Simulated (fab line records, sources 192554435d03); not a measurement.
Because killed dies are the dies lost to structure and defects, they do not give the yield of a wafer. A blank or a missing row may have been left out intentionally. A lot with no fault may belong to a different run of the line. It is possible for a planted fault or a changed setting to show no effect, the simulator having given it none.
The tool behind it: which one? + flow n5_finfet + Sampling: 12 lots, 36 wafers, 2 of 1938 route steps

WHAT THE GAUGES SHOWED, per wafer
N5_BEOL_M5_CD_MEAS_35: target cd 28 nm, target cd y 24 nm.
| lot  | measured     | on        | cd_nm (nm)        |
|------|--------------|-----------|-------------------|
| L075 | day 9 08:05  | cd_sem-02 | 27.87 28.27 27.84 |
| L077 | day 9 15:30  | cd_sem-03 | 27.84 28.17 28.08 |
| L079 | day 9 23:20  | cd_sem-03 | 27.66 28.12 28.12 |
| L081 | day 10 13:17 | cd_sem-03 | 28.45 27.63 27.96 |
| L082 | day 11 02:48 | cd_sem-03 | 27.98 27.96 28.32 |
| L085 | day 12 01:30 | cd_sem-01 | 27.91 28.50 28.06 |
| L087 | day 12 07:14 | cd_sem-01 | 28.33 27.74 27.73 |
| L088 | day 12 13:43 | cd_sem-03 | 27.63 28.03 27.54 |
| L092 | day 13 01:49 | cd_sem-03 | 27.65 27.63 28.00 |
| L094 | day 13 20:51 | cd_sem-02 | 28.24 27.98 28.05 |
| L093 | day 14 04:26 | cd_sem-02 | 28.16 28.07 28.30 |
| L097 | day 14 13:11 | cd_sem-03 | 27.87 27.62 28.32 |

TOOL THAT RAN EACH LOT (tool first, then ch and the chambers of the sampled wafers, then the start)
| lot  | N5_BEOL_M5_STRIP_91                           |
|------|-----------------------------------------------|
| L075 | rie_diel-06 ch 1,2,3, day 9 08:05 or earlier  |
| L077 | rie_diel-05 ch 0,1,2, day 9 15:30 or earlier  |
| L079 | rie_diel-02 ch 0,1,2, day 9 23:20 or earlier  |
| L081 | rie_diel-06 ch 1,2,3, day 10 13:17 or earlier |
| L082 | rie_diel-05 ch 0,3, day 11 02:48 or earlier   |
| L085 | rie_diel-06 ch 0,1,3, day 12 01:30 or earlier |
| L087 | rie_diel-05 ch 1,2,3, day 12 07:14 or earlier |
| L088 | rie_diel-06 ch 0,1,2, day 12 13:43 or earlier |
| L092 | rie_diel-05 ch 0,2,3, day 13 01:49 or earlier |
| L094 | rie_diel-02 ch 0,1,3, day 13 20:51 or earlier |
| L093 | rie_diel-06 ch 0,2, day 14 04:26 or earlier   |
| L097 | rie_diel-05 ch 0,1,2, day 14 13:11 or earlier |
- N5_BEOL_M5_STRIP_91: strips in N2/H2, time 10 s.

THE ANSWER, worked out from the rows above alone
Rule: the usual values come from the lots themselves. The widest of any qualifying gaps counts: lots, ordered by their means at a reading, are off when they make up no more than a third of the lots, leave a main group of 4 or more, and stand apart from it by 3 or more times the standard deviation of that group's means. If all means in a main group match to the digits the tables above print for the reading, that group is not used. Also off: a lot with no number at a reading for which 4 or more lots have one. All remaining lots with rows at the step are treated as sound.
None of the lots is off at any reading shown; this tells nothing.

WHAT THE SIMULATOR PUT IN
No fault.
